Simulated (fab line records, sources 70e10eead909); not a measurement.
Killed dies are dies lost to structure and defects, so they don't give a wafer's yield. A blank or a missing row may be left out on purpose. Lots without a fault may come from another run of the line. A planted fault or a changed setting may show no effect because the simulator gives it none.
Tool commonality check | flow nand_harc | 12 lots, 36 wafers sampled

WHY IT WAS OPENED
At NHARC_P_STI_INSPECT_11 the reading raw_defect_count is flagged on 2 of 12 lots. Wafers without a fault read 5.4, standard deviation 2.6.
Rule: a lot is flagged when every wafer of it that has a number lies more than 4 standard deviations from that mean, or none has a number. The other lots count as sound.

lot  | measured     | on                | raw_defect_count, wafer by wafer | flag
L408 | day 2 19:15  | defect_inspect-01 | 1 2 2                            |
L410 | day 3 17:27  | defect_inspect-01 | 3 5 5                            |
L412 | day 4 12:41  | defect_inspect-01 | 4 3 6                            |
L415 | day 5 17:10  | defect_inspect-02 | 3 7 6                            |
L416 | day 6 04:17  | defect_inspect-02 | 5 4 9                            |
L417 | day 6 12:13  | defect_inspect-02 | 442 420 437                      | FLAGGED
L418 | day 7 01:51  | defect_inspect-01 | 432 427 450                      | FLAGGED
L427 | day 10 20:36 | defect_inspect-02 | 4 4 6                            |
L428 | day 11 09:11 | defect_inspect-01 | 5 5 2                            |
L429 | day 11 17:32 | defect_inspect-01 | 6 6 7                            |
L430 | day 11 22:17 | defect_inspect-02 | 1 3 5                            |
L431 | day 12 08:05 | defect_inspect-02 | 8 6 4                            |
The numbers of the flagged lots are 434.7 on average: +429.3 against the usual, or +99 or more standard deviations.

WHICH TOOL RAN EACH LOT
The record holds 1 process step before the reading, out of a route of 1302 steps. In each cell: the tool, then ch and the chambers that the sampled wafers went through, then the start.
lot  | flag    | NHARC_P_STI_OXIDE_29
L408 |         | furnace-03 ch 0, day 2 07:28
L410 |         | furnace-03 ch 0, day 3 04:27
L412 |         | furnace-03 ch 0, day 3 23:40
L415 |         | furnace-01 ch 0, day 5 05:49
L416 |         | furnace-01 ch 0, day 5 16:54
L417 | FLAGGED | furnace-01 ch 0, day 6 00:52
L418 | FLAGGED | furnace-01 ch 0, day 6 14:30
L427 |         | furnace-02 ch 0, day 10 09:13
L428 |         | furnace-02 ch 0, day 10 20:08
L429 |         | furnace-01 ch 0, day 11 06:08
L430 |         | furnace-01 ch 0, day 11 10:52
L431 |         | furnace-01 ch 0, day 11 20:52
What these steps do:
- NHARC_P_STI_OXIDE_29: material SiO2, target thk 10 nm, ox time 1362 s.
- NHARC_P_STI_INSPECT_11

FLAGGED OVER TOTAL, TOOL BY TOOL (the gauges that took the reading come last)
step                   | tool              | lots run | flagged | share of the flagged lots | sound lots run after its first flagged lot
NHARC_P_STI_OXIDE_29   | furnace-01        | 7        | 2       | all                       | 3 (L429,L430,L431)
NHARC_P_STI_OXIDE_29   | furnace-02        | 2        | 0       | none                      | -
NHARC_P_STI_OXIDE_29   | furnace-03        | 3        | 0       | none                      | -
NHARC_P_STI_INSPECT_11 | defect_inspect-01 | 6        | 1       | some                      | 2 (L428,L429)
NHARC_P_STI_INSPECT_11 | defect_inspect-02 | 6        | 1       | some                      | 3 (L427,L430,L431)

WHAT THE TABLE ALLOWS
1 row of the table ran every flagged lot: furnace-01 at NHARC_P_STI_OXIDE_29.
- furnace-01 at NHARC_P_STI_OXIDE_29: 2 of its 7 lots flagged. Sound lots ran on it after the first flagged one (L429, L430, L431), which a lasting fault on the whole tool wouldn't allow.
No row of the table ran every flagged lot and no sound lot after the first.

WHAT THE SIMULATOR HAD PUT IN
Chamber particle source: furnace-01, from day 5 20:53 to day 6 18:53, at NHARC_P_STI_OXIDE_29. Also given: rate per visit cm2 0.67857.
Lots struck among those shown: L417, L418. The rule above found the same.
